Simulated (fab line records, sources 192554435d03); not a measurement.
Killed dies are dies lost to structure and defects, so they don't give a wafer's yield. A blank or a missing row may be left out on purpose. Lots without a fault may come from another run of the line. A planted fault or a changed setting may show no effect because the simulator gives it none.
Chamber matching | flow n5_finfet | N5_BEOL_M4_VIA_ETCH_34 on rie_diel-02: 4 sister chambers
The step etches the open film in C4F6/O2, target depth 69.4 nm, time 65.9 s. 24 wafers are shown with their chamber, then 12 later ones without.

WAFERS WITH THEIR CHAMBER
wafer  | chamber | showerhead_plenum_p_Torr (Torr) | oes_product_au (a.u.) | rf_vpp_V (V)
L075.1 | 2       | 2.98                            | 0.78                  | 668
L075.2 | 0       | 2.69                            | 0.67                  | 655
L075.5 | 1       | 2.91                            | 0.70                  | 658
L076.2 | 2       | 2.98                            | 0.79                  | 668
L076.4 | 1       | 2.91                            | 0.70                  | 658
L076.5 | 2       | 2.98                            | 0.78                  | 667
L077.3 | 0       | 3.03                            | 0.99                  | 667
L077.5 | 3       | 2.74                            | 0.74                  | 669
L077.6 | 2       | 2.98                            | 0.78                  | 667
L079.1 | 0       | 3.02                            | 0.95                  | 667
L079.3 | 3       | 2.74                            | 0.75                  | 668
L079.5 | 2       | 2.98                            | 0.77                  | 668
L080.2 | 0       | 3.02                            | 0.96                  | 666
L080.5 | 1       | 2.91                            | 0.70                  | 659
L080.6 | 0       | 3.02                            | 0.95                  | 666
L082.1 | 1       | 2.91                            | 0.69                  | 657
L082.3 | 0       | 3.02                            | 0.93                  | 667
L082.5 | 2       | 2.97                            | 0.77                  | 667
L090.1 | 0       | 3.02                            | 0.92                  | 667
L090.2 | 3       | 2.74                            | 0.74                  | 667
L090.3 | 1       | 2.90                            | 0.69                  | 658
L091.3 | 1       | 2.90                            | 0.70                  | 658
L091.4 | 3       | 2.74                            | 0.73                  | 668
L091.6 | 0       | 3.02                            | 0.93                  | 667

SIGNATURES (means of the wafers above)
reading                  | chamber 0 | chamber 1 | chamber 2 | chamber 3 | scatter within a chamber
showerhead_plenum_p_Torr | 2.9800    | 2.9067    | 2.9783    | 2.7400    | 0.0694
oes_product_au           | 0.9125    | 0.6967    | 0.7783    | 0.7400    | 0.0597
rf_vpp_V                 | 665.25    | 658.00    | 667.50    | 668.00    | 2.52
Rule: a wafer's distance from a chamber is the root of the sum, over the readings, of the square of ((its reading less the chamber's mean) divided by the reading's scatter). The wafer belongs to the nearest chamber; if the next one is less than 2 further off, it can't be placed. The scatter: the root of (the sum of the squares of (reading less its chamber's mean) over the shown wafers, divided by (wafers less chambers)).

WAFERS WITHOUT THEIR CHAMBER
wafer  | showerhead_plenum_p_Torr (Torr) | oes_product_au (a.u.) | rf_vpp_V (V)
L092.4 | 2.97                            | 0.75                  | 665
L092.5 | 2.90                            | 0.68                  | 659
L092.6 | 3.01                            | 0.89                  | 666
L093.1 | 3.01                            | 0.90                  | 666
L093.4 | 2.96                            | 0.76                  | 666
L093.6 | 2.73                            | 0.73                  | 670
L096.1 | 2.73                            | 0.72                  | 668
L096.3 | 2.96                            | 0.74                  | 666
L096.4 | 3.01                            | 0.89                  | 667
L097.1 | 2.96                            | 0.75                  | 667
L097.3 | 2.90                            | 0.98                  | 657
L097.6 | 2.73                            | 0.73                  | 670

WHICH CHAMBER EACH WENT THROUGH
wafer  | from the rows above          | in truth
L092.4 | can't be placed: 2 or 0 or 1 | 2
L092.5 | 1                            | 1
L092.6 | can't be placed: 0 or 2      | 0
L093.1 | can't be placed: 0 or 2      | 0
L093.4 | can't be placed: 2 or 0      | 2
L093.6 | 3                            | 3
L096.1 | 3                            | 3
L096.3 | 2                            | 2
L096.4 | can't be placed: 0 or 2      | 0
L097.1 | 2                            | 2
L097.3 | can't be placed: 0 or 1 or 2 | 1
L097.6 | 3                            | 3
Placed correctly: 6 of 12. Can't be placed from these rows: 6 (the true chamber is among the candidates in 6). Placed wrongly: 0.
